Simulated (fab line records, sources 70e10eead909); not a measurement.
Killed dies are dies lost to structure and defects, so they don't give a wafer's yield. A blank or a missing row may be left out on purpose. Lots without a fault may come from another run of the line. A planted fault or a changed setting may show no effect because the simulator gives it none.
A struck lot beside a sound one | flow nand_harc | 42 steps out of a route of 1302
Sound: wafers L572.1, L572.2, L572.6. Struck: wafer L583.1. (L583.2, L583.5 of the same lot were not struck and are left out.) The cause comes at the end.
At each step with rows: each side's tool, then ch and its chambers, then its first start. Under that, the readings that differ: sound wafers | struck wafers | difference of the means | sigmas: that difference in standard deviations of wafers without a fault.
alike: readings whose means differ by less than 2 such deviations, and words and numbers that are the same on both sides. not compared: withheld readings, readings that some wafer has no value for, bounds like >300 that may hide the same value, and numbers for which the record gives no deviation and whose values overlap.
The two part at a step that has a row with sigmas, a row that says differs or no value, or rows on one side only. Numbers that don't overlap but have no deviation are shown without sigmas and don't part them. A reading that every wafer of one side lacks parts them only if that side has two wafers or more.

first, 6 steps without rows for these wafers: NHARC_THIN_TSV_COAT_06; NHARC_THIN_TSV_SOFTBAKE_07 (time 95 s); NHARC_THIN_TSV_EBR_08; NHARC_THIN_TSV_EXPOSE_09 (exposes mask TSV); NHARC_THIN_TSV_PEB_10 (peb time 85 s); NHARC_THIN_TSV_DEVELOP_11 (time 70 s).
NHARC_THIN_TSV_CD_MEAS_12: target cd 1000 nm.
  sound on cd_sem-01 ch 0, day 24 02:48; struck on cd_sem-02 ch 0, day 27 23:37
  reading    | sound              | struck | difference | sigmas
  cd_nm (nm) | 996.3 1000.1 997.7 | 1002.5 | +4.5       | +3
then, 1 step without rows for these wafers: NHARC_THIN_TSV_HARDBAKE_13 (time 80 s).
NHARC_THIN_TSV_DESCUM_14: chemistry O2, time 3 s.
  sound on rie_diel-13 ch 1,2, day 24 02:58; struck on rie_diel-13 ch 3, day 27 23:47
  reading            | sound          | struck | difference | sigmas
  mfc_ar_sccm (sccm) | 0 0 0          | 0.029  | +0.029     | +3
  rf_vpp_V (V)       | 55.8 56.6 56.4 | 58.6   | +2.3       | +3
  alike: chamber_pressure_mTorr, drypump_motor_current_A, oes_product_au, showerhead_plenum_p_Torr, throttle_valve_pct
  not compared: rf_hours_counter_h
NHARC_THIN_TSV_ETCH_44: etches the open film in CF4/O2, target depth 1594.2 nm, time 797.1 s.
  sound on rie_diel-13 ch 0,2,3, day 24 03:06; struck on rie_diel-13 ch 1, day 27 23:52
  reading                | sound                | struck | difference | sigmas
  throttle_valve_pct (%) | 16.931 16.916 16.910 | 16.901 | -0.018     | -2
  alike: chamber_pressure_mTorr, drypump_motor_current_A, mfc_ar_sccm, oes_product_au, rf_vpp_V, showerhead_plenum_p_Torr
  not compared: rf_hours_counter_h
then, 1 step without rows for these wafers: NHARC_THIN_TSV_ETCH_15 (target depth 3000 nm, bosch target overetch cycles 2, bosch etch step 2.8 s).
NHARC_THIN_TSV_CD_MEAS_16:
  sound on cd_sem-03, day 24 03:46; struck on cd_sem-03, day 28 00:34
  reading    | sound              | struck | difference | sigmas
  cd_nm (nm) | 996.7 1000.1 998.0 | 1002.3 | +4.0       | +3
NHARC_THIN_TSV_STRIP_45: strips in O2.
  sound on plasma_asher-02 ch 0,1, day 24 03:50; struck on plasma_asher-01 ch 0, day 28 00:39
  reading            | sound       | struck | difference | sigmas
  heater_power_w (W) | 333 319 310 | 374    | +53        | +3
  alike: drypump_motor_current_A
  not compared: rf_hours_counter_h
then, 1 step without rows for these wafers: NHARC_THIN_TSV_STRIP_46 (strips in post etch residue remover, time 1200 s).
NHARC_THIN_TSV_DEP_47: deposits SiO2, target thk 200 nm.
  sound on pecvd-04 ch 1,2, day 24 04:40; struck on pecvd-01 ch 1, day 28 01:30
  alike: chamber_pressure_Torr, throttle_valve_pct
then, 3 steps without rows for these wafers: NHARC_THIN_TSV_ETCHBACK_48 (etches the open film in C4F8/Ar, target depth 1028.5 nm, time 405.17 s); NHARC_THIN_TSV_STRIP_62 (strips in N2/H2, time 20 s); NHARC_THIN_TSV_DEGAS_49 (time 120 s).
NHARC_THIN_TSV_PRE_CLEAN_50: time 30 s.
  sound on pvd_sputter-03; struck on pvd_sputter-03
  alike: heater_power_w
then, 4 steps without rows for these wafers: NHARC_THIN_TSV_PVD_19 (deposits TaN, target thk 20 nm); NHARC_THIN_TSV_PVD_51 (deposits Cu, target thk 100 nm); NHARC_THIN_TSV_ECD_20 (material Cu, target thk 2000 nm); NHARC_THIN_TSV_ANNEAL_52 (time 90 s).
NHARC_THIN_TSV_CMP_21: polishes, t overpolish 30 s, target thk 2000 nm.
  sound on cmp-04 ch 0,2, day 24 07:26; struck on cmp-04 ch 2, day 28 03:56
  alike: motor_current_A, overpolish_run_s
then, 13 steps without rows for these wafers: NHARC_THIN_TSV_SRD_23; NHARC_THIN_TSV_DEGAS_53 (time 60 s); NHARC_THIN_TSV_PRE_CLEAN_54 (time 30 s); NHARC_THIN_TSV_PVD_55 (deposits TiN, target thk 50 nm); NHARC_THIN_TSV_PVD_24 (deposits Al, target thk 800 nm); NHARC_THIN_TSV_DEHYDRATE_25 (time 120 s); NHARC_THIN_TSV_HMDS_26 (time 30 s); NHARC_THIN_TSV_COAT_27; NHARC_THIN_TSV_SOFTBAKE_28 (time 95 s); NHARC_THIN_TSV_EBR_29; NHARC_THIN_TSV_EXPOSE_30 (exposes mask PAD); NHARC_THIN_TSV_PEB_31 (peb time 85 s); NHARC_THIN_TSV_DEVELOP_32 (time 70 s).
NHARC_THIN_TSV_CD_MEAS_33: target cd 5000 nm.
  sound on cd_sem-02 ch 0, day 24 09:00; struck on cd_sem-01 ch 0, day 28 05:40
  alike: cd_nm
then, 3 steps without rows for these wafers: NHARC_THIN_TSV_HARDBAKE_34 (time 80 s); NHARC_THIN_TSV_DESCUM_35 (chemistry O2, time 3 s); NHARC_THIN_TSV_ETCH_59 (etches the open film in Cl2/BCl3, target depth 880 nm, time 138.1 s).
NHARC_END_SORT_01:
  sound on prober-01 ch 0, day 24 18:17; struck on prober-01 ch 0, day 28 16:08
  reading                  | sound          | struck | difference | sigmas
  defect_limited_yield (%) | 88.8 86.7 88.0 | 75.8   | -12.0      | -4
  killed_at_other          | 0 1 0          | 76     | +76        | +63
  killed_dies              | 76 90 81       | 164    | +82        | +4
  alike: killed_at_array, killed_at_periphery, killed_open, killed_short

WHERE THEY PART
First at NHARC_THIN_TSV_CD_MEAS_12; last, within this record, at NHARC_END_SORT_01.

WHY: what the simulator had put in
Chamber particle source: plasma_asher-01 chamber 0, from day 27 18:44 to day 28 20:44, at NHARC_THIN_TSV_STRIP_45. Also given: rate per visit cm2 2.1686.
